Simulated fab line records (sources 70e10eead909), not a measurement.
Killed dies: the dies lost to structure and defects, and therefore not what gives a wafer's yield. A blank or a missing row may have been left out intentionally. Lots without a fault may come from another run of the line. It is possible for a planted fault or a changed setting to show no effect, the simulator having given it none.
Shared-tool check	flow nand-harc	11 lots and 33 wafers in the sample

== THE REASON FOR OPENING IT ==
Flagged at NHARC_A_CHANNEL_HOLE_D2_INSPECT_40: reading raw-defect-count, on 2 of 11 lots. Fault-free wafers read 267, with a standard deviation of 86.
Rule: a lot gets a flag if all its wafers with a number sit over 4 standard deviations from that mean, or if no wafer of it has a number. The other lots count as sound.

lot	measured	on	raw-defect-count, wafer by wafer	flag
L221	day 13 18:17	defect-inspect-01	167 174 158	
L220	day 13 22:50	defect-inspect-02	376 376 355	
L222	day 14 15:08	defect-inspect-02	270 194 202	
L223	day 15 01:12	defect-inspect-02	321 222 303	
L224	day 15 20:41	defect-inspect-02	186 247 274	
L228	day 17 15:26	defect-inspect-01	570 481 462	
L231	day 18 01:57	defect-inspect-01	250 152 398	
L229	day 18 06:07	defect-inspect-02	180 225 201	
L232	day 18 14:19	defect-inspect-02	327 224 318	
L234	day 19 22:41	defect-inspect-01	1210 1265 1243	FLAGGED
L237	day 21 10:02	defect-inspect-01	1204 1296 1424	FLAGGED
Average over the flagged lots: 1274; offset from the usual +1007, equal to +12 standard deviations.

== LOT BY LOT: THE TOOL USED ==
Before the reading, the record contains 2 process steps out of a 1302-step route. In each cell: the tool, then ch and the chambers that the sampled wafers went through, then the start.
lot	flag	NHARC_A_CHANNEL_HOLE_D2_ETCH_22	NHARC_A_CHANNEL_HOLE_D2_ETCH_23
L221		har-etch-01 ch 0,1, day 13 13:27	har-etch-01 ch 0,1, day 13 14:01
L220		har-etch-02 ch 0,1, day 13 17:59	har-etch-02 ch 0,1, day 13 18:33
L222		har-etch-02 ch 0,1, day 14 10:19	har-etch-02 ch 0,1, day 14 10:53
L223		har-etch-02 ch 0,1, day 14 20:39	har-etch-02 ch 0,1, day 14 21:17
L224		har-etch-02 ch 0,1, day 15 16:07	har-etch-02 ch 0,1, day 15 16:45
L228		har-etch-01 ch 0,1, day 17 10:35	har-etch-01 ch 0,1, day 17 11:10
L231		har-etch-02 ch 0,1, day 17 21:14	har-etch-02 ch 0,1, day 17 21:49
L229		har-etch-02 ch 0,1, day 18 01:17	har-etch-02 ch 0,1, day 18 01:51
L232		har-etch-01 ch 0,1, day 18 09:38	har-etch-01 ch 0,1, day 18 10:15
L234	FLAGGED	har-etch-01 ch 0,1, day 19 17:52	har-etch-01 ch 0,1, day 19 18:25
L237	FLAGGED	har-etch-01 ch 0,1, day 21 05:11	har-etch-01 ch 0,1, day 21 05:45
What these steps do:
- NHARC_A_CHANNEL_HOLE_D2_ETCH_22: etches the open film in C4F8/O2/Ar, time 666.7 s, target depth 1600 nm.
- NHARC_A_CHANNEL_HOLE_D2_ETCH_23: etches the open film in C4F8/O2/Ar, time 819 s, target depth 1600 nm.
- NHARC_A_CHANNEL_HOLE_D2_INSPECT_40

== FLAGGED AGAINST TOTAL, ONE TOOL AT A TIME (gauges that did the reading follow at the end) ==
step	tool	lots run	flagged	share of the flagged lots	sound lots run after its first flagged lot
NHARC_A_CHANNEL_HOLE_D2_ETCH_22	har-etch-01	5	2	all	0
NHARC_A_CHANNEL_HOLE_D2_ETCH_22	har-etch-02	6	0	none	-
NHARC_A_CHANNEL_HOLE_D2_ETCH_23	har-etch-01	5	2	all	0
NHARC_A_CHANNEL_HOLE_D2_ETCH_23	har-etch-02	6	0	none	-
NHARC_A_CHANNEL_HOLE_D2_INSPECT_40	defect-inspect-01	5	2	all	0
NHARC_A_CHANNEL_HOLE_D2_INSPECT_40	defect-inspect-02	6	0	none	-

== THE TABLE: WHAT IT ALLOWS ==
Rows of the table that ran every flagged lot, 3 in all: har-etch-01 at NHARC_A_CHANNEL_HOLE_D2_ETCH_22, har-etch-01 at NHARC_A_CHANNEL_HOLE_D2_ETCH_23, defect-inspect-01 at NHARC_A_CHANNEL_HOLE_D2_INSPECT_40.
- har-etch-01 at NHARC_A_CHANNEL_HOLE_D2_ETCH_22 ran 5 lots, 2 of them flagged. Last sound lot L232 at day 18 09:38, first flagged lot L234 at day 19 17:52; a fault beginning in between fits.
- har-etch-01 at NHARC_A_CHANNEL_HOLE_D2_ETCH_23 ran 5 lots, 2 of them flagged. Last sound lot L232 at day 18 10:15, first flagged lot L234 at day 19 18:25; a fault beginning in between fits.
- defect-inspect-01 at NHARC_A_CHANNEL_HOLE_D2_INSPECT_40 ran 5 lots, 2 of them flagged. Last sound lot L231 at day 18 01:57, first flagged lot L234 at day 19 22:41; a fault beginning in between fits.
Because each of these 2 tools fits a fault that began at some hour, counting lots does not separate them. More lots, or a look at what each step does to the wafer, might.

== WHAT HAD BEEN PUT IN BY THE SIMULATOR ==
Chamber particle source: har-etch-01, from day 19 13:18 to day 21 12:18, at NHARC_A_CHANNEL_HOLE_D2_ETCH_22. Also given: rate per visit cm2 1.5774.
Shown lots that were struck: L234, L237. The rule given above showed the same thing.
